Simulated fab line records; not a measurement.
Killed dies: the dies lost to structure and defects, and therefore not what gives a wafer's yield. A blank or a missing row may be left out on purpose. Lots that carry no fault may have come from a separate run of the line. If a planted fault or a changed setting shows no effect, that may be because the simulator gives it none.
8D (eight disciplines) problem report, filled in by code ; flow n5 finfet ; the parts of the form that need people (team, actions taken, sign-off) are left out

1. WHAT WENT WRONG
Mean of killed_at_M0_to_M3 at N5_PASSIVATION_PROBE_49: 107 across 6 wafers in 2 lots; on wafers with no fault it is 35 (standard deviation 8.7). That is +8.3 standard deviations from the usual mean.
The first sign was on wafer L633.2 at day 16 18:00, on prober-01. The record holds 9 wafers of 3 lots with a number at this step. Rule for "out" (also "out of limits"): further than 4 standard deviations from the usual mean. Any other wafer with a number is counted as sound.

2. WHAT IT IS, WHAT IT ISN'T
question;is;is not
which readings at this step;killed_at_M0_to_M3;killed_at_M4_up, killed at contacts, killed at front end, killed at other, killed open, sort_bin_4_leakage, sort_bin_6_memory, sort_bin_8_speed
which lots;L633, L636;L626
which wafers of those lots;all that have a number;-
read on which tools;prober-01, prober-02;-
when;from day 16 18:00;up to then (3 sound wafers)

3. SUSPECTS, AND WHAT RULES EACH OUT
Counting: a tool at any process step up to the reading remains a suspect when it ran all the lots that are out and ran no sound lot after the first of those.
- pvd sputter-03 at N5_BEOL_M3_SPUTTER_48 (material Cu, target thk 4.5 nm, time 8.29 s): kept. All lots that are out passed through it, beginning with L633 at day 11 17:41, and no sound lot followed; its final sound lot before that point was L626 at day 10 01:44.
- rie diel-02 at N5_PASSIVATION_DESCUM_32 (chemistry O2, time 7.9 s): kept. It ran every lot that is out, first L633 (day 16 13:00), and no sound lot after that.
What counting leaves: pvd sputter-03 at N5_BEOL_M3_SPUTTER_48 and rie diel-02 at N5_PASSIVATION_DESCUM_32.

4. THE CAUSE (what the simulator had put in)
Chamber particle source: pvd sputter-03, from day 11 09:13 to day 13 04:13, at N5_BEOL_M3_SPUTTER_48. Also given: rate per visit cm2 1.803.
This tool is one of the 2 suspects left after counting.

5. THE CHAIN OF EFFECTS, in route order
Each row: a reading where the mean over the struck wafers with a number is more than 3 standard deviations away from the usual. Readings are gone through only where the record gives a usual standard deviation; hours: the median, over the lots, of the time from a lot's start at the first step in this table giving one to that lot's start at this step; sigmas: the change measured in usual standard deviations.
hours;step;reading;usual;on struck wafers;change;sigmas
0;N5_PASSIVATION_PROBE_49;defect limited yield;91.3 %;85.7;-5.6;-3.7
0;N5_PASSIVATION_PROBE_49;killed_at_M0_to_M3;35;107;+72;+8.3
0;N5_PASSIVATION_PROBE_49;killed dies;103;168;+66;+3.6
0;N5_PASSIVATION_PROBE_49;sort_bin_5_function;5.1 %;8.4;+3.3;+3.4
0;N5_PASSIVATION_PROBE_49;sort n pass;1077;1012;-66;-3.6
0;N5_PASSIVATION_PROBE_49;sort yield pct;91.2 %;85.7;-5.5;-3.7
Here are the process steps it includes:
- N5_PASSIVATION_PROBE_49

6. WHAT WOULD HAVE CAUGHT IT SOONER
The fault began at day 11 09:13; the first out-of-limits reading in this record came at day 16 18:00, 129 hours later.
No tool reading at N5_BEOL_M3_SPUTTER_48 that has a usual standard deviation in the record was out on any struck wafer, so an alarm limit of 4 standard deviations on those readings would not have fired.
The start of N5_BEOL_M3_SPUTTER_48 on pvd sputter-03 came by day 16 18:00 for every one of the lots that are out (2). Had the tool been put on hold then, not one of them would have been saved.
